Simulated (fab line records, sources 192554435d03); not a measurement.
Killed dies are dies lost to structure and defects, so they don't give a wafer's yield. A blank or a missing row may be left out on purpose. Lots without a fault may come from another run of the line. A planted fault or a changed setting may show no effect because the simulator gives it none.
fab line records | flow n5_finfet
record lots=7 wafers=39
route steps=1938 shown BEOL_M15@1809
start_h: hours from the record's first day to the start of the lot's first wafer shown | wait_h: hours since the lot's step before | " the same as in the row above | L1.1+2: a row that stands for several wafers | - no value, or no start given | * or withheld: withheld | < > ~ a bound
route shown NAME@n: a module of which the file shows steps, and the number in the route of the first | usual: mean/standard deviation of fault-free wafers | same: alike in all rows | chamber/n: place in a boat | sites: the reading at each site | _std_site: their standard deviation | _edge_site: outer sites' mean less inner sites' | radius_mm: how far each site lies from the wafer's centre | mask NAME#n: copy n | behind: the tool/chamber that last shaped the wafer | hold: why the lot was held/for how many hours/how that ended | device: the transistor (n, p or np) that didn't switch | end of line: the same wafers' tests at the end of the route | a step without rows: its recipe alone | killed: dies lost to structure and defects at the first sort, not the wafer's yield | map: a wafer's dies, x killed, . not, _ none there
set.NAME: the setting as run; set.NAME@STEP: as run at that earlier step | model.NAME: the simulator's own value behind a step, which no gauge read
lots whose settings were changed on purpose; a table a step, a row a wafer
## steps
# step N5_BEOL_M15_TRENCH_ETCH_34
# recipe chemistry=C4F8/O2/Ar target=SiO2 target_depth_a=8729.3 he_inner_torr=15 he_outer_torr=30 time_s=199 ion_energy_ev=800 pressure_mtorr=20 source_w=1905 bias_w=2040 Ar_flow_sccm=400 C4F8_flow_sccm=16 O2_flow_sccm=12
# columns lot.wafer tool chamber start_h wait_h set.target_depth_a model.etch.depth_nm model.coat_of_BEOL_M15_COAT_22.thk_nm
L076.1 rie_diel-01 1 261.88 0.0 8729.3 864.4 542
L076.2 " 0 " " 8729.3 875.5 541
L076.3 " 3 " " 11720 1197 474.4
L076.4 " 1 " " 11720 1155 488.4
L076.5 " 0 " " 8729.3 885.9 538
L076.6 " 3 " " 11720 1187 475.6
L077.1 rie_diel-02 0 267.16 0.0 4178 405.8 637.6
L077.2 " 2 " " 4178 411.5 636.4
L077.3 " 1 " " 4178 416.6 635
L077.4 " 3 " " 8729.3 866.1 547
L077.5 " 0 " " 8729.3 847.4 548.6
L077.6 " 3 " " 8729.3 859.5 546.2
L078.1 rie_diel-03 0 267.47 0.0 8729.3 873.6 544.2
L078.2 " 2 " " 6185 630.7 590.2
L078.3 " 1 " " 8729.3 902.6 532.6
L078.4 " 3 " " 8729.3 887 537.6
L078.5 " 2 " " 6185 631.8 590.6
L078.6 " 1 " " 6185 639.1 584.6
L086.2 rie_diel-03 2 322.56 0.0 8729.3 886.7 538.6
L086.3 " 1 " " 8729.3 888.1 536.2
L086.4 " 0 " " 8729.3 904.6 534.6
L087.1 rie_diel-03 0 334.84 0.0 8729.3 899.8 537.6
L087.2 " 2 " " 8729.3 891.2 540.6
L087.3 " 3 " " 8729.3 887.4 539
L087.4 " 1 " " 8729.3 890.4 538.4
L087.5 " 2 " " 8729.3 891.3 540.6
L087.6 " 1 " " 8729.3 885.5 536.4
L090.1 rie_diel-02 0 363.55 0.0 8729.3 846.5 553.2
L090.2 " 2 " " 8729.3 865.8 543.6
L090.3 " 3 " " 8729.3 854.8 549.8
L090.4 " 1 " " 8729.3 864.3 549
L090.5 " 0 " " 8729.3 835.1 554
L090.6 " 1 " " 8729.3 859.4 552.6
L095.1 rie_diel-01 2 393.48 0.0 8729.3 897.2 524
L095.2 " 0 " " 8729.3 860.5 543
L095.3 " 3 " " 4720 483.3 616.4
L095.4 " 3 " " 4720 484.1 617.6
L095.5 " 2 " " 8729.3 896 527.4
L095.6 " 0 " " 4720 467 621.6
# step N5_BEOL_M15_SPUTTER_45
# recipe material=Cu target_thk_a=1000 temp_c=-20 bias_v=60 power_w=26000 chamber_pressure_pa=0.13 time_s=16.67
# columns lot.wafer tool chamber start_h wait_h set.time_s
L076.1+4+5 pvd_sputter-01 - 263.10 0.0 16.67
L076.2+3+6 " - " " 11.15
L078.1+2+3+4+5+6 pvd_sputter-01 - 273.42 0.0 16.67
L077.1+4+6 pvd_sputter-01 - 277.56 0.0 13.15
L077.2+3+5 " - " " 16.67
L086.2+3+4 pvd_sputter-03 - 329.99 0.0 16.67
L087.1+4+5 pvd_sputter-02 - 337.96 0.0 21.13
L087.2+3+6 " - " " 16.67
L090.1+3+4 pvd_sputter-02 - 375.36 0.0 16.67
L090.2+5+6 " - " " 20.58
L095.1+3+6 pvd_sputter-01 - 395.11 0.0 16.67
L095.2+4+5 " - " " 13.6
# step N5_BEOL_M15_ECD_47
# recipe material=Cu target_thk_a=18600
# step N5_BEOL_M15_ANNEAL_48
# recipe temp_c=225 time_s=90 ambient=N2
# step N5_BEOL_M15_CMP_49
# recipe stop_on=SiO2 t_overpolish_s=4.9 down_force_psi=2 platen_rpm=80 clearing_platen_down_force_psi=2 clearing_platen_rpm=80 post_cmp_clean=cu_alkaline target_thk_nm=850 clearing_platen_pad_velocity_m_s=1.5917 pad_velocity_m_s=1.5917
# columns lot.wafer tool chamber start_h wait_h set.target_depth_a@BEOL_M15_TRENCH_ETCH_34 model.Cu_of_BEOL_M15_ECD_47.thk_nm
L076.3+6 cmp-02 0 264.51 0.2 11720 -
L076.2 " 1 " " 8729.3 -
L076.4 " 2 " " 11720 1132
L076.1 " 3 " " 8729.3 841.2
L076.5 " 1 " " 8729.3 862.6
L078.4 cmp-01 3 274.35 0.1 8729.3 864.6
L078.3 " 0 " " 8729.3 880.8
L078.2 " 1 " " 6185 607.8
L078.1 " 2 " " 8729.3 851.8
L078.6 " 3 " " 6185 615.6
L078.5 " 0 " " 6185 611
L077.3 cmp-01 2 278.23 0.2 4178 393.4
L077.2 " 3 " " 4178 388.2
L077.1 " 0 " " 4178 -
L077.4+6 " 1,2 " " 8729.3 -
L077.5 " 3 " " 8729.3 822.8
L086.2 cmp-01 2 330.65 0.2 8729.3 864.6
L086.4 " 3 " " 8729.3 882.6
L086.3 " 0 " " 8729.3 865.8
L087.1+4+5 cmp-04 2,3,3 338.61 0.3 8729.3 -
L087.2 " 0 " " 8729.3 868.6
L087.3 " 1 " " 8729.3 866.6
L087.6 " 2 " " 8729.3 862.2
L090.1 cmp-02 3 376.01 0.3 8729.3 824.4
L090.3 " 0 " " 8729.3 831.8
L090.2+5+6 " 1,3,0 " " 8729.3 -
L090.4 " 2 " " 8729.3 842
L095.4 cmp-01 2 396.25 0.1 4720 -
L095.1 " 3 " " 8729.3 874.2
L095.3 " 0 " " 4720 462
L095.2+5 " 1,3 " " 8729.3 -
L095.6 " 2 " " 4720 444.2
# step N5_BEOL_M15_PRE_CLEAN_52
# recipe gas=NH3 time_s=15 temp_c=withheld rf_power_w=300
# step N5_BEOL_M15_DEP_53
# recipe material=SiCN target_thk_a=500 temp_c=withheld precursor=3MS/NH3 pressure_torr=3 rf_w=675 time_s=17.8
# step N5_BEOL_M15_RS_MEAS_54
# recipe thk_meas_gauge=four-point-probe reads=Cu_of_BEOL_M15_ECD_47+Ta_of_BEOL_M15_SPUTTER_44+TaN_of_BEOL_M15_SPUTTER_43
# usual M15_RS=0.0215/0.00044
# columns lot.wafer tool chamber start_h wait_h set.target_depth_a@BEOL_M15_TRENCH_ETCH_34 M15_RS[ohm/sq]
L076.1 film_metro-02 - 264.93 0.0 8729.3 0.0218
L076.2 " - " " 8729.3 0.0216
L076.3 " - " " 11720 0.0156
L076.4 " - " " 11720 0.0161
L076.5 " - " " 8729.3 0.0212
L076.6 " - " " 11720 0.0157
L078.1 film_metro-02 - 274.77 0.0 8729.3 0.0215
L078.2 " - " " 6185 0.0303
L078.3 " - " " 8729.3 0.0208
L078.4 " - " " 8729.3 0.0211
L078.5 " - " " 6185 0.0302
L078.6 " - " " 6185 0.0300
L077.1 film_metro-01 - 278.65 0.0 4178 0.0487
L077.2 " - " " 4178 0.0482
L077.3 " - " " 4178 0.0475
L077.4 " - " " 8729.3 0.0217
L077.5 " - " " 8729.3 0.0223
L077.6 " - " " 8729.3 0.0219
L086.2 film_metro-02 - 331.07 0.1 8729.3 0.0212
L086.3 " - " " 8729.3 0.0212
L086.4 " - " " 8729.3 0.0207
L087.1 film_metro-02 - 339.04 0.0 8729.3 0.0209
L087.2 " - " " 8729.3 0.0211
L087.3 " - " " 8729.3 0.0211
L087.4 " - " " 8729.3 0.0210
L087.5 " - " " 8729.3 0.0211
L087.6 " - " " 8729.3 0.0212
L090.1 film_metro-01 - 376.43 0.0 8729.3 0.0223
L090.2 " - " " 8729.3 0.0218
L090.3 " - " " 8729.3 0.0220
L090.4 " - " " 8729.3 0.0218
L090.5 " - " " 8729.3 0.0226
L090.6 " - " " 8729.3 0.0220
L095.1 film_metro-02 - 396.67 0.0 8729.3 0.0210
L095.2 " - " " 8729.3 0.0219
L095.3 " - " " 4720 0.0402
L095.4 " - " " 4720 0.0404
L095.5 " - " " 8729.3 0.0210
L095.6 " - " " 4720 0.0419
## key
split step=N5_BEOL_M15_TRENCH_ETCH_34 setting=target_depth_a stated=8729.3 by=wafer
response step=N5_BEOL_M15_TRENCH_ETCH_34 reading=model.etch.depth_nm change=+8.72 per=1% r=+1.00
response step=N5_BEOL_M15_TRENCH_ETCH_34 reading=model.coat_of_BEOL_M15_COAT_22.thk_nm change=-1.78 per=1% r=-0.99
response step=N5_BEOL_M15_CMP_49 reading=model.Cu_of_BEOL_M15_ECD_47.thk_nm change=+8.61 per=1% r=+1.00
response step=N5_BEOL_M15_RS_MEAS_54 reading=M15_RS change=-0.000397 per=1% r=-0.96
split step=N5_BEOL_M15_SPUTTER_45 setting=time_s stated=16.67 by=wafer
response none clear
